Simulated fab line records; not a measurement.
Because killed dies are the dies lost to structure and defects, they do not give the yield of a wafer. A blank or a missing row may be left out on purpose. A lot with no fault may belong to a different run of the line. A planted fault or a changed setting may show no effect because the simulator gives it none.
Chamber matching :: flow n5 finfet :: N5_DUMMY_GATE_ETCH_42 on rie diel-02 has 4 sister chambers
The step etches SiO2 in CHF3/O2, target depth 3.5 nm, time 31 s. 4 wafers are shown with their chamber, then 9 later ones without.

WAFERS PAIRED WITH THEIR CHAMBERS
wafer: L090.5
chamber: 2
throttle valve pct (%): 18.5

wafer: L090.6
chamber: 1
throttle valve pct (%): 18.4

wafer: L091.4
chamber: 3
throttle valve pct (%): 19.4

wafer: L091.6
chamber: 0
throttle valve pct (%): 19.2

WAFERS WHOSE CHAMBER IS MISSING
wafer: L093.3
throttle valve pct (%): 18.4

wafer: L093.4
throttle valve pct (%): 19.2

wafer: L093.5
throttle valve pct (%): 19.4

wafer: L095.1
throttle valve pct (%): 19.2

wafer: L095.5
throttle valve pct (%): 18.5

wafer: L095.6
throttle valve pct (%): 19.4

wafer: L096.1
throttle valve pct (%): 18.6

wafer: L096.2
throttle valve pct (%): 19.4

wafer: L096.3
throttle valve pct (%): 19.2

THE CHAMBER EACH PASSED THROUGH
wafer: L093.3
from the rows above: 1
in truth: 1

wafer: L093.4
from the rows above: 0
in truth: 0

wafer: L093.5
from the rows above: 3
in truth: 3

wafer: L095.1
from the rows above: 0
in truth: 0

wafer: L095.5
from the rows above: 2
in truth: 2

wafer: L095.6
from the rows above: 3
in truth: 3

wafer: L096.1
from the rows above: 2
in truth: 2

wafer: L096.2
from the rows above: 3
in truth: 3

wafer: L096.3
from the rows above: 0
in truth: 0
Correct placement for 9 of the 9. Can't be placed from these rows: 0. Number placed wrongly: 0.
How it was worked out, from the rows above alone: a wafer's distance from a chamber is the root of the sum, over the readings, of the square of ((its reading less the chamber's mean) divided by the reading's scatter). If the next closest chamber is less than 2 further off than the closest, the wafer can't be placed; otherwise it belongs to the closest. The mean given for a chamber averages the wafers shown for that chamber. The scatter (one wafer shown for each chamber): square how far every hidden wafer sits from the nearest shown wafer, average those squares and take the square root.
